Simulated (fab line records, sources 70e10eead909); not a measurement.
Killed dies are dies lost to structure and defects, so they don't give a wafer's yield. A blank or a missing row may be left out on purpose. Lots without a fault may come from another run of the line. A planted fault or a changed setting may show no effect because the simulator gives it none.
Tool commonality check | flow nand_harc | 14 lots, 42 wafers sampled

WHY IT WAS OPENED
At NHARC_A_ONON_D2_THK_MEAS_11 the reading thk_nm is flagged on 2 of 14 lots. Wafers without a fault read 1001 nm, standard deviation 9.5.
Rule: a lot is flagged when every wafer of it that has a number lies more than 4 standard deviations from that mean, or none has a number. The other lots count as sound.

lot  | measured     | on            | thk_nm (nm), wafer by wafer | flag
L135 | day 13 00:48 | film_metro-02 | 1009 1010 1009              |
L136 | day 13 12:26 | film_metro-02 | 999 1000 1002               |
L141 | day 15 06:33 | film_metro-02 | 1613 1614 1615              | FLAGGED
L142 | day 15 18:08 | film_metro-01 | 1636 1636 1635              | FLAGGED
L148 | day 17 05:32 | film_metro-01 | 1014 1015 1015              |
L147 | day 17 16:32 | film_metro-02 | 1016 1013 1014              |
L150 | day 18 07:44 | film_metro-01 | 1010 1012 1010              |
L149 | day 18 07:46 | film_metro-01 | 1004 1006 1005              |
L151 | day 19 03:34 | film_metro-02 | 1002 1002 1003              |
L152 | day 19 15:20 | film_metro-02 | 1003 1003 1003              |
L154 | day 20 16:54 | film_metro-02 | 991 989 990                 |
L155 | day 21 06:58 | film_metro-01 | 991 990 993                 |
L158 | day 21 13:57 | film_metro-02 | 1002 1002 1004              |
L157 | day 21 14:26 | film_metro-02 | 994 993 996                 |
The numbers of the flagged lots are 1625 nm on average: +624 nm against the usual, or +66 standard deviations.

WHICH TOOL RAN EACH LOT
The record holds 2 process steps before the reading, out of a route of 1302 steps. In each cell: the tool, then ch and the chambers that the sampled wafers went through, then the start.
lot  | flag    | NHARC_A_DECK1_JOINT_CMP_13    | NHARC_A_ONON_D2_DEP_09
L135 |         | cmp-02 ch 0,1,2, day 11 20:46 | pecvd_onon-04 ch 0, day 13 00:21
L136 |         | cmp-04 ch 0,2, day 12 09:50   | pecvd_onon-02 ch 0, day 13 11:55
L141 | FLAGGED | cmp-04 ch 0,1,3, day 14 02:19 | pecvd_onon-02 ch 0, day 15 06:03
L142 | FLAGGED | cmp-01 ch 0,1, day 14 10:45   | pecvd_onon-02 ch 0, day 15 17:37
L148 |         | cmp-02 ch 0,3, day 16 04:32   | pecvd_onon-04 ch 0, day 17 05:05
L147 |         | cmp-01 ch 1,2,3, day 16 15:31 | pecvd_onon-01 ch 0, day 17 16:02
L150 |         | cmp-02 ch 0,1,2, day 17 05:07 | pecvd_onon-04 ch 0, day 18 07:17
L149 |         | cmp-01 ch 1,2,3, day 17 05:08 | pecvd_onon-01 ch 0, day 18 07:19
L151 |         | cmp-01 ch 1,2,3, day 18 01:00 | pecvd_onon-01 ch 0, day 19 03:11
L152 |         | cmp-02 ch 0,3, day 18 13:25   | pecvd_onon-02 ch 0, day 19 14:53
L154 |         | cmp-04 ch 0,2,3, day 19 12:44 | pecvd_onon-01 ch 0, day 20 16:23
L155 |         | cmp-01 ch 0,1,2, day 20 05:26 | pecvd_onon-02 ch 0, day 21 06:31
L158 |         | cmp-01 ch 0,1,3, day 20 12:26 | pecvd_onon-02 ch 0, day 21 13:30
L157 |         | cmp-04 ch 0,3, day 20 12:25   | pecvd_onon-01 ch 0, day 21 13:55
What these steps do:
- NHARC_A_DECK1_JOINT_CMP_13: polishes, target thk 51.023 nm.
- NHARC_A_ONON_D2_DEP_09: target thk 1000 nm.
- NHARC_A_ONON_D2_THK_MEAS_11: measures by ellipsometry.

FLAGGED OVER TOTAL, TOOL BY TOOL (the gauges that took the reading come last)
step                        | tool          | lots run | flagged | share of the flagged lots | sound lots run after its first flagged lot
NHARC_A_DECK1_JOINT_CMP_13  | cmp-01        | 6        | 1       | some                      | 5 (L147,L149,L151,L155,L158)
NHARC_A_DECK1_JOINT_CMP_13  | cmp-02        | 4        | 0       | none                      | -
NHARC_A_DECK1_JOINT_CMP_13  | cmp-04        | 4        | 1       | some                      | 2 (L154,L157)
NHARC_A_ONON_D2_DEP_09      | pecvd_onon-01 | 5        | 0       | none                      | -
NHARC_A_ONON_D2_DEP_09      | pecvd_onon-02 | 6        | 2       | all                       | 3 (L152,L155,L158)
NHARC_A_ONON_D2_DEP_09      | pecvd_onon-04 | 3        | 0       | none                      | -
NHARC_A_ONON_D2_THK_MEAS_11 | film_metro-01 | 5        | 1       | some                      | 4 (L148,L150,L149,L155)
NHARC_A_ONON_D2_THK_MEAS_11 | film_metro-02 | 9        | 1       | some                      | 6 (L147,L151,L152,L154,L158,L157)

WHAT THE TABLE ALLOWS
1 row of the table ran every flagged lot: pecvd_onon-02 at NHARC_A_ONON_D2_DEP_09.
- pecvd_onon-02 at NHARC_A_ONON_D2_DEP_09: 2 of its 6 lots flagged. Sound lots ran on it after the first flagged one (L152, L155, L158), which a lasting fault on the whole tool wouldn't allow.
No row of the table ran every flagged lot and no sound lot after the first.

WHAT THE SIMULATOR HAD PUT IN
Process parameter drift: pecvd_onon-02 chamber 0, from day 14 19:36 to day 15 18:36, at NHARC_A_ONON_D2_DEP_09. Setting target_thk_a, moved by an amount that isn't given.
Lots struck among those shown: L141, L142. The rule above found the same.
